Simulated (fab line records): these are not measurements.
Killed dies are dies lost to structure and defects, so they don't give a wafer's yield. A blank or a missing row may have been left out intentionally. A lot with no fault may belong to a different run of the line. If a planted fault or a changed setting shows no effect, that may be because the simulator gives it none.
Matching of chambers + flow n5Finfet + aldMetal-01 running N5_MOL_CONTACT_COAG_ALD_20: 4 sister chambers
The step deposits TiN, target thk 1.5 nm, pulse time 1 s, purge time 3 s. 16 wafers are shown with their chamber, then 8 later ones without.

WAFERS, EACH WITH ITS CHAMBER
| wafer  | chamber | heaterPowerW (W) | precursorPulseHeightRel |
|--------|---------|------------------|-------------------------|
| L960.1 | 2       | 884              | 1.010                   |
| L960.2 | 0       | 815              | 0.993                   |
| L960.6 | 1       | 731              | 0.993                   |
| L961.3 | 1       | 765              | 1.018                   |
| L961.4 | 2       | 879              | 1.010                   |
| L961.5 | 2       | 882              | 1.000                   |
| L962.1 | 0       | 802              | 1.001                   |
| L962.6 | 3       | 1176             | 1.003                   |
| L963.1 | 3       | 1170             | 1.013                   |
| L963.6 | 1       | 777              | 0.983                   |
| L965.1 | 1       | 770              | 0.991                   |
| L965.6 | 3       | 1155             | 0.988                   |
| L976.1 | 2       | 891              | 0.985                   |
| L976.3 | 3       | 1173             | 1.039                   |
| L976.4 | 0       | 812              | 1.015                   |
| L977.1 | 0       | 826              | 1.031                   |

SIGNATURES, as means of the wafers listed above
| reading                 | chamber 0 | chamber 1 | chamber 2 | chamber 3 | scatter within a chamber |
|-------------------------|-----------|-----------|-----------|-----------|--------------------------|
| heaterPowerW            | 813.75    | 760.75    | 884.00    | 1168.50   | 12.5                     |
| precursorPulseHeightRel | 1.01000   | 0.99625   | 1.00125   | 1.01075   | 0.0166                   |
Rule: for each reading, subtract the chamber's mean from the wafer's reading, divide by that reading's scatter and square the result; add these up over the readings and take the root, which gives the wafer's distance from the chamber. If the next closest chamber is less than 2 further off than the closest, the wafer can't be placed; otherwise it belongs to the closest. The scatter: take each reading less its chamber's mean, square it, sum over the shown wafers, divide by the number of wafers less the number of chambers, and take the root.

WAFERS WHOSE CHAMBER IS MISSING
| wafer  | heaterPowerW (W) | precursorPulseHeightRel |
|--------|------------------|-------------------------|
| L977.2 | 1138             | 0.975                   |
| L977.5 | 1189             | 1.006                   |
| L980.3 | 1189             | 0.987                   |
| L980.5 | 794              | 1.022                   |
| L980.6 | 765              | 1.002                   |
| L981.2 | 1196             | 0.981                   |
| L981.3 | 864              | 1.031                   |
| L981.5 | 876              | 1.017                   |

CHAMBER TAKEN BY EACH
| wafer  | from the rows above     | in truth |
|--------|-------------------------|----------|
| L977.2 | 3                       | 3        |
| L977.5 | 3                       | 3        |
| L980.3 | 3                       | 3        |
| L980.5 | can't be placed: 0 or 1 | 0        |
| L980.6 | 1                       | 1        |
| L981.2 | 3                       | 3        |
| L981.3 | can't be placed: 2 or 0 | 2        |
| L981.5 | 2                       | 2        |
Correctly placed: 6 of 8. Can't be placed from these rows: 2 (the true chamber is among the candidates in 2). 0 placed wrongly.
